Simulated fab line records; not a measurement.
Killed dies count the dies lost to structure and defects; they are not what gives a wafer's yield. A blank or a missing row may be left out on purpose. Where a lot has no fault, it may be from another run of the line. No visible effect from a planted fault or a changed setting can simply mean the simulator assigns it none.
fab line records	flow nand-harc
[record] lots = 13	wafers = 39	last-day = 24
route steps=1159 shown A_BONDPAD@1085 THIN_TSV@1121 END@1159
lots that met no fault: from a run of the same line without faults
start-h: hours from the record's first day to the start of the lot's first wafer shown	wait-h: hours elapsed since this lot's preceding step	" as in the row above	L1.1+2: one row covering several wafers at once	- no value, or no start given	* or withheld: withheld	< > ~ a bound
route shown NAME@n: a module of which the file shows steps, and the number in the route of the first	usual: mean/standard deviation taken from wafers without a fault	same: alike in all rows	chamber/n: place in a boat	sites: the reading at each site	_std_site: how widely they spread, as a standard deviation	_edge_site: mean of outer sites minus mean of inner sites	radius-mm: for every site, how far away it sits from the centre of the wafer	mask NAME#n: copy n	behind: tool/chamber where the wafer was last shaped	hold: why the lot went on hold/how many hours it stayed there/how the hold came to an end	device: transistor that didn't switch, given as n, p or np	end of line: at the end of the route, the tests of the same wafers	a step without rows: its recipe alone	killed: count of dies lost to structure and defects at first sort (not the wafer's yield)	map: dies across one wafer; x = killed, . = not, _ = none there
set.NAME: the setting that was run; set.NAME@STEP: the one run at that earlier step	model.NAME: the simulator's own value behind a step, which no gauge read
a sample of lots followed through the steps of the route, with each step as a table and each wafer as a row
services: the hour from which a tool's chamber was out of use, counted from the record's first day as start-h (under 0 if before that day), plus the number of hours and why
[[steps]]
[step NHARC_A_BONDPAD_PVD_27]
[recipe] target-thk-a = 300	chamber-pressure-pa = 5	power-w = 5000	substrate-temp-c = 30	time-s = 20.49	material = Cu
[usual] throttle-valve-pct = 30.3/0.89
lot.wafer	tool	chamber	start-h	wait-h	throttle-valve-pct
L323.1	pvd-sputter-03	-	416.74	-	30.4
L323.3	"	-	"	"	29.5
L323.5	"	-	"	"	30.2
L321.1	pvd-sputter-03	-	432.32	-	30.2
L321.4	"	-	"	"	29.0
L321.6	"	-	"	"	30.3
L327.1	pvd-sputter-03	-	457.26	-	29.1
L327.5	"	-	"	"	29.1
L327.6	"	-	"	"	29.2
L329.4	pvd-sputter-02	-	462.89	-	30.9
L329.1	"	-	"	"	30.0
L329.3	"	-	"	"	28.7
L328.2	pvd-sputter-01	-	468.05	-	31.0
L328.1	"	-	"	"	29.7
L328.3	"	-	"	"	29.7
L333.3	pvd-sputter-03	-	482.91	-	31.2
L333.5	"	-	"	"	31.3
L333.6	"	-	"	"	28.9
L331.2	pvd-sputter-01	-	483.19	-	31.0
L331.1	"	-	"	"	29.8
L331.3	"	-	"	"	29.6
L330.4	pvd-sputter-02	-	484.15	-	29.9
L330.5	"	-	"	"	31.3
L330.6	"	-	"	"	30.1
L335.4	pvd-sputter-02	-	501.08	-	29.9
L335.5	"	-	"	"	31.2
L335.6	"	-	"	"	30.0
L336.3	pvd-sputter-01	-	501.44	-	29.7
L336.1	"	-	"	"	29.7
L336.5	"	-	"	"	31.4
L332.1	pvd-sputter-03	-	501.62	-	31.5
L332.4	"	-	"	"	29.0
L332.6	"	-	"	"	31.2
L337.2	pvd-sputter-03	-	534.50	-	31.3
L337.6	"	-	"	"	31.4
L337.5	"	-	"	"	29.2
L341.3	pvd-sputter-03	-	538.95	-	29.5
L341.2	"	-	"	"	31.3
L341.4	"	-	"	"	29.0
[step NHARC_THIN_TSV_CD_MEAS_16]
[usual] cd-nm = 1000.8/1.5
lot.wafer	tool	chamber	start-h	wait-h	cd-nm
L323.1	cd-sem-03	-	434.37	0.1	1002.6
L323.3	"	-	"	"	1002.3
L323.5	"	-	"	"	1001.4
L321.1	cd-sem-03	-	448.36	0.1	1000.3
L321.4	"	-	"	"	1001.8
L321.6	"	-	"	"	999.8
L329.1	cd-sem-02	-	475.71	0.1	1000.8
L329.3	"	-	"	"	998.9
L329.4	"	-	"	"	997.7
L327.1	cd-sem-01	-	476.88	0.1	1000.5
L327.5	"	-	"	"	999.2
L327.6	"	-	"	"	1001.8
L328.1	cd-sem-01	-	487.63	0.1	1000.0
L328.2	"	-	"	"	1000.8
L328.3	"	-	"	"	1000.9
L333.3	cd-sem-03	-	498.35	0.1	1000.1
L333.5	"	-	"	"	1000.7
L333.6	"	-	"	"	999.0
L331.1	cd-sem-02	-	499.56	0.1	1001.2
L331.2	"	-	"	"	1002.3
L331.3	"	-	"	"	1000.7
L330.4	cd-sem-03	-	500.72	0.1	1001.1
L330.5	"	-	"	"	1004.0
L330.6	"	-	"	"	1002.3
L335.4	cd-sem-03	-	518.89	0.1	1000.3
L335.5	"	-	"	"	1000.1
L335.6	"	-	"	"	1001.1
L336.1	cd-sem-02	-	520.07	0.1	1001.5
L336.3	"	-	"	"	1002.0
L336.5	"	-	"	"	1003.7
L332.1	cd-sem-02	-	521.22	0.1	1002.3
L332.4	"	-	"	"	1002.9
L332.6	"	-	"	"	1002.9
L337.2	cd-sem-02	-	549.62	0.1	1001.2
L337.5	"	-	"	"	999.0
L341.3	cd-sem-02	-	555.14	0.1	1000.1
L341.4	"	-	"	"	998.1
[step NHARC_THIN_TSV_PRE_CLEAN_50]
[recipe] time-s = 30	temp-c = 280	gas = H2/He
[usual] heater-power-w = 424/32
lot.wafer	tool	chamber	start-h	wait-h	heater-power-w
L323.1	pvd-sputter-02	-	-	-	389
L323.3	"	-	"	"	406
L323.5	"	-	"	"	405
L321.1	pvd-sputter-02	-	-	-	415
L321.4	"	-	"	"	393
L321.6	"	-	"	"	427
L329.3	pvd-sputter-01	-	-	-	382
L329.1	"	-	"	"	423
L329.4	"	-	"	"	474
L327.1	pvd-sputter-01	-	-	-	428
L327.5	"	-	"	"	393
L327.6	"	-	"	"	422
L328.1	pvd-sputter-02	-	-	-	414
L328.2	"	-	"	"	424
L328.3	"	-	"	"	400
L333.3	pvd-sputter-01	-	-	-	449
L333.6	"	-	"	"	395
L333.5	"	-	"	"	430
L331.1	pvd-sputter-02	-	-	-	430
L331.3	"	-	"	"	406
L331.2	"	-	"	"	390
L330.4	pvd-sputter-02	-	-	-	391
L330.5	"	-	"	"	407
L330.6	"	-	"	"	393
L335.4	pvd-sputter-02	-	-	-	431
L335.6	"	-	"	"	441
L335.5	"	-	"	"	407
L336.3	pvd-sputter-01	-	-	-	430
L336.1	"	-	"	"	415
L336.5	"	-	"	"	442
L332.1	pvd-sputter-01	-	-	-	389
L332.4	"	-	"	"	458
L332.6	"	-	"	"	438
L337.2	pvd-sputter-01	-	-	-	456
L337.5	"	-	"	"	454
L341.3	pvd-sputter-01	-	-	-	448
L341.4	"	-	"	"	382
[step NHARC_THIN_TSV_PVD_19]
[recipe] target-thk-a = 200	chamber-pressure-pa = 5	material = TaN
[usual] throttle-valve-pct = 30.4/0.88
lot.wafer	tool	chamber	start-h	wait-h	throttle-valve-pct
L323.1	pvd-sputter-02	-	-	-	31.4
L323.3	"	-	"	"	28.9
L323.5	"	-	"	"	31.2
L321.4	pvd-sputter-02	-	-	-	31.3
L321.1	"	-	"	"	29.7
L321.6	"	-	"	"	30.9
L329.3	pvd-sputter-01	-	-	-	31.1
L329.1	"	-	"	"	31.3
L329.4	"	-	"	"	29.5
L327.1	pvd-sputter-01	-	-	-	30.0
L327.6	"	-	"	"	31.0
L327.5	"	-	"	"	31.5
L328.2	pvd-sputter-02	-	-	-	31.2
L328.3	"	-	"	"	29.8
L328.1	"	-	"	"	30.8
L333.3	pvd-sputter-01	-	-	-	29.5
L333.5	"	-	"	"	31.1
L333.6	"	-	"	"	31.4
L331.3	pvd-sputter-02	-	-	-	30.7
L331.2	"	-	"	"	31.4
L331.1	"	-	"	"	30.1
L330.4	pvd-sputter-02	-	-	-	31.4
L330.5	"	-	"	"	28.9
L330.6	"	-	"	"	30.9
L335.4	pvd-sputter-02	-	-	-	31.2
L335.6	"	-	"	"	31.0
L335.5	"	-	"	"	31.5
L336.1	pvd-sputter-01	-	-	-	29.5
L336.3	"	-	"	"	29.8
L336.5	"	-	"	"	31.3
L332.4	pvd-sputter-01	-	-	-	29.8
L332.1	"	-	"	"	31.3
L332.6	"	-	"	"	31.2
L337.2	pvd-sputter-01	-	-	-	29.4
L337.5	"	-	"	"	29.7
L341.3	pvd-sputter-01	-	-	-	31.3
L341.4	"	-	"	"	29.4
[step NHARC_END_SORT_01]
[recipe] temp-c = 25
[usual] defect-limited-yield = 95.6/1.3	killed-at-array = 26/8.6	killed-at-other = 0.7/0.97	killed-at-periphery = 3.2/2.2	killed-dies = 30/8.9	killed-open = 3.1/1.8	killed-short = 2.2/1.8	sort_bin_2_pct = 1.4/0.58	sort_bin_3_pct = 0.24/0.18	sort_bin_4_pct = 2.8/0.9	sort-n-pass = 647/8.9	sort-rim-yield-pct = 95.5/2.5	sort-yield-pct = 95.6/1.3
[same] gross-dies = 677	sort_bin_5_pct[%] = 0	sort_bin_6_pct[%] = 0	sort_bin_7_pct[%] = 0	sort_bin_8_pct[%] = 0	sort-rim-n-gross = 106.00
lot.wafer	tool	chamber	start-h	wait-h	defect-limited-yield[%]	killed-at-array	killed-at-other	killed-at-periphery	killed-dies	killed-open	killed-short	sort_bin_2_pct[%]	sort_bin_3_pct[%]	sort_bin_4_pct[%]	sort-n-pass	sort-rim-yield-pct[%]	sort-yield-pct[%]
L332.1	prober-02	0	532.74	2.5	94.7	33	0	3	36	7	2	2.1	0.59	2.7	641	92.5	94.7
L332.4	prober-02	0	535.12	3.4	95.7	24	2	3	29	4	1	1.2	0.30	2.8	648	99.1	95.7
L332.6	prober-02	0	536.70	4.0	95.4	30	0	1	31	2	3	1.5	0.30	2.8	646	96.2	95.4
L335.4	prober-01	0	535.09	3.4	92.0	45	4	5	54	4	3	2.7	0.59	4.7	623	93.4	92.0
L335.5	prober-01	0	535.91	3.7	91.6	52	2	3	57	4	2	3.2	0.30	4.9	620	90.6	91.6
L335.6	prober-01	0	536.72	4.1	93.6	36	3	4	43	3	1	2.7	0.44	3.2	634	95.3	93.6
L336.1	prober-02	0	540.52	2.5	95.3	30	1	1	32	4	0	1.5	0	3.2	645	93.4	95.3
L337.2	prober-02	0	564.61	2.8	95.6	29	0	1	30	3	1	1.0	0.30	3.1	647	94.3	95.6
L337.5	prober-02	0	567.02	3.7	96.2	21	1	4	26	2	2	1.0	0.30	2.5	651	97.2	96.2
L337.6	prober-02	0	567.82	4.0	0	673	1	3	677	2	4	96.5	0.74	2.8	0	0	0
L341.2	prober-02	0	572.43	2.8	0	676	0	1	677	5	0	97.9	0.15	1.9	0	0	0
L341.3	prober-02	0	573.24	3.1	96.3	20	0	5	25	4	1	0.6	0	3.1	652	97.2	96.3
L341.4	prober-02	0	574.04	3.4	97.0	19	0	1	20	2	3	1.5	0.44	1.0	657	97.2	97.0
// killed by level:class
L332.1 A_SLIT:chamber-film-flake=18 A_CONTACT:chamber-film-flake=6 A_CHANNEL_HOLE_D1:chamber-film-flake=3 A_WL_FILL:geometric-particle:short=2 P_GATE:geometric-particle:open=1 P_CONTACT:geometric-particle:open=1 P_M0:geometric-particle:open=1 A_SGD_CUT:geometric-particle:open=1
L335.4 A_CHANNEL_HOLE_D1:chamber-film-flake=18 A_SLIT:chamber-film-flake=15 A_CONTACT:chamber-film-flake=5 P_M2:chamber-film-flake=4 THIN_TSV:chamber-film-flake=4 A_ONON_D1:geometric-particle:open=2 P_M0:geometric-particle:open=1 A_CHANNEL_FILL_D1:geometric-particle:short=1
L332.4 A_SLIT:chamber-film-flake=16 A_CHANNEL_HOLE_D1:chamber-film-flake=3 A_STAIRCASE:chamber-film-flake=2 P_GATE:geometric-particle:open=1 P_M0:geometric-particle:open=1 A_SOURCE_PLATE:geometric-particle:open=1 A_M1:geometric-particle:open=1 P_ZERO_WELL:chamber-film-flake=1
L335.5 A_SLIT:chamber-film-flake=18 A_CHANNEL_HOLE_D1:chamber-film-flake=17 A_CONTACT:chamber-film-flake=10 A_CHANNEL_FILL_D1:geometric-particle:short=2 A_STAIRCASE:chamber-film-flake=2 A_WL_FILL:chamber-film-flake=2 P_GATE:geometric-particle:open=1 P_CONTACT:geometric-particle:open=1
L332.6 A_SLIT:chamber-film-flake=20 A_CHANNEL_HOLE_D1:chamber-film-flake=5 P_GATE:geometric-particle:short=1 A_CHANNEL_FILL_D1:geometric-particle:short=1 A_CHANNEL_FILL_D1:geometric-particle:open=1 A_CONTACT:geometric-particle:short=1 A_M1:geometric-particle:open=1 A_CONTACT:chamber-film-flake=1
L335.6 A_CHANNEL_HOLE_D1:chamber-film-flake=20 A_SLIT:chamber-film-flake=9 A_CONTACT:chamber-film-flake=6 THIN_TSV:chamber-film-flake=2 P_GATE:geometric-particle:open=1 P_M2:geometric-particle:open=1 A_SGD_CUT:geometric-particle:short=1 P_GATE:chamber-film-flake=1
L336.1 A_SLIT:chamber-film-flake=14 A_CHANNEL_HOLE_D1:chamber-film-flake=7 A_CONTACT:chamber-film-flake=4 A_STAIRCASE:chamber-film-flake=2 P_CONTACT:geometric-particle:open=1 A_SOURCE_PLATE:geometric-particle:open=1 A_CHANNEL_FILL_D1:geometric-particle:open=1 A_CONTACT:geometric-particle:open=1
L337.2 A_CHANNEL_HOLE_D1:chamber-film-flake=7 A_SGD_CUT:chamber-film-flake=7 A_CONTACT:chamber-film-flake=7 A_SLIT:chamber-film-flake=2 A_WL_FILL:chamber-film-flake=2 A_CHANNEL_FILL_D1:geometric-particle:open=1 A_WL_FILL:geometric-particle:short=1 A_CONTACT:geometric-particle:open=1
L337.5 A_SGD_CUT:chamber-film-flake=7 A_CHANNEL_HOLE_D1:chamber-film-flake=5 A_CONTACT:chamber-film-flake=4 A_SLIT:chamber-film-flake=3 P_M0:geometric-particle:open=1 P_M1:geometric-particle:short=1 A_CHANNEL_HOLE_D1:geometric-particle:open=1 P_GATE:chamber-film-flake=1
L337.6 A_BONDPAD:area-pvd=652 A_SGD_CUT:chamber-film-flake=5 A_SLIT:chamber-film-flake=5 A_CHANNEL_HOLE_D1:chamber-film-flake=4 A_WL_FILL:geometric-particle:short=2 P_GATE:chamber-film-flake=2 P_M1:geometric-particle:short=1 A_CHANNEL_FILL_D1:geometric-particle:short=1
L341.2 A_BONDPAD:area-pvd=659 A_CHANNEL_HOLE_D1:chamber-film-flake=4 A_WL_FILL:chamber-film-flake=4 A_CONTACT:geometric-particle:open=2 A_SGD_CUT:chamber-film-flake=2 A_CHANNEL_FILL_D1:geometric-particle:open=1 A_SGD_CUT:geometric-particle:open=1 P_GATE:chamber-film-flake=1
L341.3 A_CHANNEL_HOLE_D1:chamber-film-flake=11 A_CHANNEL_FILL_D1:geometric-particle:open=2 P_GATE:chamber-film-flake=2 P_M0:chamber-film-flake=2 A_WL_FILL:chamber-film-flake=2 P_CONTACT:geometric-particle:open=1 A_WL_FILL:geometric-particle:short=1 A_CONTACT:geometric-particle:open=1
L341.4 A_CHANNEL_HOLE_D1:chamber-film-flake=7 A_WL_FILL:chamber-film-flake=4 A_STAIRCASE:chamber-film-flake=2 A_CHANNEL_FILL_D1:geometric-particle:short=1 A_CONTACT:geometric-particle:short=1 A_CONTACT:geometric-particle:open=1 A_BLC:geometric-particle:open=1 A_BLC:geometric-particle:short=1
[[services]]
tool	chamber	start-h	hours	kind
pvd-sputter-02	-	394.17	10.0	pm
pvd-sputter-03	-	403.52	0.9	repair
pvd-sputter-03	-	406.12	5.2	repair
pvd-sputter-01	-	453.77	5.1	repair
pvd-sputter-03	-	458.02	10.0	pm
pvd-sputter-02	-	486.75	1.9	repair
pvd-sputter-01	-	527.33	10.0	pm
pvd-sputter-02	-	535.88	3.1	repair
pvd-sputter-01	-	545.75	4.7	repair
pvd-sputter-03	-	548.30	11.4	repair
pvd-sputter-02	-	549.23	2.4	repair
[[key]]
[first-sign] step = NHARC_END_SORT_01	reading = sort_bin_2_pct	direction = up	sigmas = 99+	usual = 1.4	struck = 97.2
[effect] step = NHARC_END_SORT_01	reading = killed-at-array	direction = up	sigmas = 75	usual = 26	struck = 674
[more-kills-born-at] NHARC_A_BONDPAD_PVD_27@pvd-sputter-03 = 1311
met-at NHARC_A_BONDPAD_PVD_27
struck-lots L337,L341
struck-wafers L337.6,L341.2
later-rows-left-out L337.6,L341.2
not-acting-at NHARC_THIN_TSV_CD_MEAS_16,NHARC_THIN_TSV_PRE_CLEAN_50,NHARC_THIN_TSV_PVD_19
onset-between 501.62 534.50
[fault] kind = process-parameter-drift	tool = pvd-sputter-03	chamber = -	onset-h = 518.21	steps = NHARC_A_BONDPAD_PVD_27	channel = target-thk-a	offset = *	shape = step	end-h = 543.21	acts-in = *	stated = *	scope = struck-wafers-only
// later-rows-left-out: the simulator's readings of these wafers behind a module that went badly wrong aren't trusted and aren't shown, but for the sort
